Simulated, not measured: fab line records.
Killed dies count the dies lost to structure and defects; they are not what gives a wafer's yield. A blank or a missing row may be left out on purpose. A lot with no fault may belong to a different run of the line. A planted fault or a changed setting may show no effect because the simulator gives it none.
Which tool was responsible? + flow n5Finfet + Sampling: 24 lots, 72 wafers, 4 of 1938 route steps

WHAT EACH GAUGE READ, for each wafer
N5_BEOL_M7_RS_MEAS_57: measures by four-point-probe.
| lot  | measured     | on           | M7_RS (ohm/sq)    |
|------|--------------|--------------|-------------------|
| L075 | day 9 23:29  | filmMetro-02 | 0.287 0.284 0.284 |
| L074 | day 10 07:48 | filmMetro-01 | 0.285 0.293 0.290 |
| L076 | day 10 09:29 | filmMetro-01 | 0.274 0.289 0.269 |
| L077 | day 10 12:13 | filmMetro-02 | 0.281 0.303 0.295 |
| L079 | day 10 22:58 | filmMetro-01 | 0.296 0.280 0.282 |
| L078 | day 10 23:13 | filmMetro-01 | 0.285 0.287 0.278 |
| L080 | day 10 23:15 | filmMetro-02 | 0.285 0.275 0.295 |
| L082 | day 11 02:20 | filmMetro-01 | 0.275 0.277 0.270 |
| L081 | day 11 07:50 | filmMetro-01 | 0.273 0.300 0.269 |
| L083 | day 11 18:55 | filmMetro-01 | 0.284 0.302 0.285 |
| L086 | day 12 23:18 | filmMetro-02 | 0.273 0.270 0.284 |
| L085 | day 12 23:47 | filmMetro-02 | 0.295 0.285 0.288 |
| L084 | day 12 23:50 | filmMetro-02 | 0.288 0.299 0.286 |
| L089 | day 13 07:10 | filmMetro-01 | 0.287 0.278 0.282 |
| L088 | day 13 07:19 | filmMetro-01 | 0.272 0.273 0.284 |
| L087 | day 13 07:35 | filmMetro-01 | 0.285 0.278 0.283 |
| L091 | day 13 12:16 | filmMetro-01 | 0.287 0.280 0.296 |
| L090 | day 13 19:41 | filmMetro-01 | 0.282 0.278 0.286 |
| L092 | day 13 21:29 | filmMetro-02 | 0.284 0.289 0.267 |
| L093 | day 14 03:01 | filmMetro-02 | 0.293 0.285 0.276 |
| L094 | day 15 00:37 | filmMetro-01 | 0.279 0.292 0.276 |
| L095 | day 15 06:08 | filmMetro-02 | 0.293 0.278 0.276 |
| L097 | day 15 11:25 | filmMetro-01 | 0.288 0.291 0.282 |
| L096 | day 15 13:14 | filmMetro-01 | 0.278 0.282 0.272 |

N5_BEOL_M8_CD_MEAS_11 targets a cd of 38.5 nm.
| lot  | measured     | on       | cdNm (nm)      |
|------|--------------|----------|----------------|
| L075 | day 10 03:54 | cdSem-03 | 38.4 38.4 38.9 |
| L074 | day 10 10:47 | cdSem-02 | 39.1 38.9 38.1 |
| L076 | day 10 11:36 | cdSem-03 | 38.3 38.4 39.0 |
| L077 | day 10 13:52 | cdSem-02 | 38.0 38.2 37.7 |
| L079 | day 11 01:57 | cdSem-01 | 38.6 39.2 38.6 |
| L078 | day 11 01:40 | cdSem-01 | 38.0 38.3 38.7 |
| L080 | day 11 01:43 | cdSem-02 | 37.4 38.8 37.9 |
| L082 | day 11 04:34 | cdSem-01 | 38.6 38.2 38.3 |
| L081 | day 11 10:27 | cdSem-03 | 38.2 38.3 38.8 |
| L083 | day 11 23:21 | cdSem-02 | 38.3 38.1 38.9 |
| L086 | day 13 01:28 | cdSem-01 | 38.9 39.0 38.5 |
| L085 | day 13 01:38 | cdSem-02 | 38.2 37.5 38.8 |
| L084 | day 13 01:48 | cdSem-03 | 38.9 38.5 38.0 |
| L089 | day 13 09:54 | cdSem-02 | 38.6 38.7 38.6 |
| L088 | day 13 10:04 | cdSem-02 | 39.3 39.5 38.9 |
| L087 | day 13 10:21 | cdSem-03 | 39.0 38.7 38.2 |
| L091 | day 13 14:23 | cdSem-01 | 39.6 39.4 38.4 |
| L090 | day 13 22:16 | cdSem-03 | 38.3 39.1 39.4 |
| L092 | day 14 00:01 | cdSem-01 | 37.8 38.8 38.0 |
| L093 | day 14 05:00 | cdSem-02 | 38.5 39.2 38.5 |
| L094 | day 15 02:12 | cdSem-01 | 38.1 38.1 38.5 |
| L095 | day 15 09:18 | cdSem-02 | 38.1 38.5 38.2 |
| L097 | day 15 13:21 | cdSem-02 | 39.0 38.7 38.4 |
| L096 | day 15 19:23 | cdSem-03 | 38.4 38.5 38.0 |

N5_BEOL_M8_INSPECT_30: inspects for defects (brightfield).
| lot  | measured     | on               | rawDefectCount |
|------|--------------|------------------|----------------|
| L075 | day 10 06:05 | defectInspect-01 | 463 494 438    |
| L074 | day 10 12:20 | defectInspect-02 | 534 601 518    |
| L076 | day 10 12:40 | defectInspect-01 | 308 272 400    |
| L077 | day 10 15:29 | defectInspect-01 | 324 723 528    |
| L079 | day 11 03:47 | defectInspect-01 | 428 355 419    |
| L078 | day 11 03:53 | defectInspect-02 | 377 411 261    |
| L080 | day 11 03:50 | defectInspect-02 | 564 488 552    |
| L082 | day 11 06:19 | defectInspect-01 | 356 415 469    |
| L081 | day 11 14:14 | defectInspect-01 | 390 417 288    |
| L083 | day 12 06:34 | defectInspect-01 | 438 400 480    |
| L086 | day 13 03:44 | defectInspect-02 | 395 340 312    |
| L085 | day 13 03:55 | defectInspect-01 | 399 327 459    |
| L084 | day 13 03:42 | defectInspect-01 | 352 378 331    |
| L089 | day 13 11:00 | defectInspect-01 | 470 477 538    |
| L088 | day 13 11:14 | defectInspect-01 | 310 436 321    |
| L087 | day 13 13:18 | defectInspect-02 | 271 362 385    |
| L091 | day 13 17:02 | defectInspect-01 | 440 418 477    |
| L090 | day 13 23:45 | defectInspect-01 | 389 255 309    |
| L092 | day 14 02:17 | defectInspect-01 | 354 369 600    |
| L093 | day 14 06:25 | defectInspect-01 | 468 395 430    |
| L094 | day 15 03:50 | defectInspect-01 | 451 562 513    |
| L095 | day 15 10:57 | defectInspect-02 | 405 356 473    |
| L097 | day 15 18:44 | defectInspect-01 | 322 449 525    |
| L096 | day 15 20:36 | defectInspect-02 | 380 339 273    |

EACH LOT AND THE TOOL THAT RAN IT (in order: tool; ch and the chambers of the sampled wafers; start)
| lot  | N5_BEOL_M8_DESCUM_16              |
|------|-----------------------------------|
| L075 | rieDiel-05 ch 0,3, day 10 03:59   |
| L074 | rieDiel-05 ch 0,3, day 10 10:54   |
| L076 | rieDiel-05 ch 1,2,3, day 10 11:41 |
| L077 | rieDiel-01 ch 0,1,3, day 10 14:10 |
| L079 | rieDiel-01 ch 1,2,3, day 11 02:38 |
| L078 | rieDiel-01 ch 0,1,3, day 11 02:03 |
| L080 | rieDiel-06 ch 0,1,2, day 11 02:20 |
| L082 | rieDiel-05 ch 1,2,3, day 11 05:28 |
| L081 | rieDiel-05 ch 0,1,2, day 11 10:32 |
| L083 | rieDiel-05 ch 2,3, day 11 23:51   |
| L086 | rieDiel-06 ch 0,2, day 13 01:34   |
| L085 | rieDiel-05 ch 0,1, day 13 01:43   |
| L084 | rieDiel-06 ch 0,2, day 13 01:53   |
| L089 | rieDiel-05 ch 0,1, day 13 10:00   |
| L088 | rieDiel-06 ch 0,3, day 13 10:09   |
| L087 | rieDiel-01 ch 0,2,3, day 13 10:59 |
| L091 | rieDiel-01 ch 2,3, day 13 15:13   |
| L090 | rieDiel-06 ch 1,2,3, day 13 22:20 |
| L092 | rieDiel-01 ch 1,2,3, day 14 00:17 |
| L093 | rieDiel-01 ch 1,2,3, day 14 05:05 |
| L094 | rieDiel-01 ch 0,1, day 15 02:20   |
| L095 | rieDiel-01 ch 0,1,2, day 15 09:26 |
| L097 | rieDiel-05 ch 0,2,3, day 15 13:32 |
| L096 | rieDiel-05 ch 1,2, day 15 19:36   |
- N5_BEOL_M8_DESCUM_16: chemistry O2, time 7.9 s.

WHAT THE TOOLS THEMSELVES READ (means of the sampled wafers that have a number; where no wafer has one, the mark that the record gives instead)
N5_BEOL_M8_DESCUM_16.
| lot  | tool       | drypumpMotorCurrentA (A) | oesProductAu (a.u.) | rfVppV (V) | showerheadPlenumPTorr (Torr) | throttleValvePct (%) |
|------|------------|--------------------------|---------------------|------------|------------------------------|----------------------|
| L075 | rieDiel-05 | 6.1                      | 0.89                | 244.5      | 2.12                         | 20.19                |
| L074 | rieDiel-05 | 6.1                      | 0.88                | 244.3      | 2.12                         | 20.20                |
| L076 | rieDiel-05 | 6.0                      | 0.89                | 242.6      | 2.07                         | 20.45                |
| L077 | rieDiel-01 | 5.7                      | 0.77                | 243.4      | 2.14                         | 20.55                |
| L079 | rieDiel-01 | 5.5                      | 0.79                | 244.1      | 2.14                         | 20.55                |
| L078 | rieDiel-01 | 5.7                      | 0.77                | 243.7      | 2.14                         | 20.57                |
| L080 | rieDiel-06 | 5.6                      | 0.74                | 243.6      | 2.08                         | 20.47                |
| L082 | rieDiel-05 | 6.0                      | 0.87                | 242.1      | 2.06                         | 20.46                |
| L081 | rieDiel-05 | 5.8                      | 0.83                | 242.5      | 2.06                         | 20.43                |
| L083 | rieDiel-05 | 6.1                      | 0.87                | 243.9      | 2.09                         | 20.37                |
| L086 | rieDiel-06 | 5.3                      | 0.78                | 243.4      | 2.16                         | 20.45                |
| L085 | rieDiel-05 | 5.8                      | 0.83                | 242.1      | 2.05                         | 20.40                |
| L084 | rieDiel-06 | 5.3                      | 0.75                | 243.4      | 2.12                         | 20.57                |
| L089 | rieDiel-05 | 5.8                      | 0.81                | 242.1      | 2.05                         | 20.39                |
| L088 | rieDiel-06 | 5.2                      | 0.83                | 243.4      | 2.13                         | 20.56                |
| L087 | rieDiel-01 | 5.3                      | 0.87                | 242.7      | 2.14                         | 20.44                |
| L091 | rieDiel-01 | 5.1                      | 0.88                | 243.0      | 2.14                         | 20.42                |
| L090 | rieDiel-06 | 5.5                      | 0.89                | 245.0      | 2.19                         | 20.32                |
| L092 | rieDiel-01 | 5.5                      | 0.86                | 243.8      | 2.13                         | 20.47                |
| L093 | rieDiel-01 | 5.5                      | 0.85                | 243.9      | 2.13                         | 20.47                |
| L094 | rieDiel-01 | 5.9                      | 0.78                | 242.9      | 2.11                         | 20.56                |
| L095 | rieDiel-01 | 5.5                      | 0.80                | 243.3      | 2.12                         | 20.50                |
| L097 | rieDiel-05 | 5.9                      | 0.80                | 243.0      | 2.08                         | 20.41                |
| L096 | rieDiel-05 | 5.9                      | 0.81                | 241.1      | 2.02                         | 20.60                |

THE ANSWER, worked out from the rows above alone
Rule: the lots themselves supply what counts as usual. The widest of any qualifying gaps counts: lots, ordered by their means at a reading, are off when they make up no more than a third of the lots, leave a main group of 4 or more, and stand apart from it by 3 or more times the standard deviation of that group's means. Not used: any main group whose means are identical at the precision the tables above print for the reading. A lot without any number at a reading at which 4 lots or more have one is off too. The other lots that the step has rows for count as sound. Order of review: gauges by route order, followed by the tools' own readings, for which a lot's mean as printed above is used. The first step at which some lot is off is used, and at that step the reading that is off furthest; a lot without a number counts as furthest.
Across all readings shown, no lot is off: no conclusion can be drawn from this.

WHAT THE SIMULATOR HAD PUT IN
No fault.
